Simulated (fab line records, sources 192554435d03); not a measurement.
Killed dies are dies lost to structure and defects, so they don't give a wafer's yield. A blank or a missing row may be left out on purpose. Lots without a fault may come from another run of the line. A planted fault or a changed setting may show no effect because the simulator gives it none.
Chamber matching | flow n5_finfet | N5_PASSIVATION_PECVD_01 on pecvd-04: 3 sister chambers
The step deposits SiNx from SiH4/NH3/N2, target thk 200 nm, time 43.2 s. 3 wafers are shown with their chamber, then 9 later ones without.

WAFERS WITH THEIR CHAMBER
wafer  | chamber | throttle_valve_pct (%)
L089.5 | 1       | 30.2
L092.1 | 2       | 28.2
L092.4 | 0       | 27.6

WAFERS WITHOUT THEIR CHAMBER
wafer  | throttle_valve_pct (%)
L092.3 | 28.0
L092.5 | 27.5
L092.6 | 28.3
L094.2 | 27.1
L094.4 | 27.3
L094.5 | 27.3
L095.4 | 27.5
L095.5 | 28.1
L095.6 | 27.5

WHICH CHAMBER EACH WENT THROUGH
wafer  | from the rows above     | in truth
L092.3 | can't be placed: 2 or 0 | 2
L092.5 | 0                       | 0
L092.6 | 2                       | 2
L094.2 | 0                       | 0
L094.4 | 0                       | 0
L094.5 | 0                       | 0
L095.4 | 0                       | 0
L095.5 | can't be placed: 2 or 0 | 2
L095.6 | 0                       | 0
Placed correctly: 7 of 9. Can't be placed from these rows: 2 (the true chamber is among the candidates in 2). Placed wrongly: 0.
How it was worked out, from the rows above alone: a wafer's distance from a chamber is the root of the sum, over the readings, of the square of ((its reading less the chamber's mean) divided by the reading's scatter). The wafer belongs to the nearest chamber; if the next one is less than 2 further off, it can't be placed. A chamber's mean is the mean of its shown wafers. The scatter: with one shown wafer a chamber, the root of the mean of the squares of how far each hidden wafer lies from its nearest shown one.
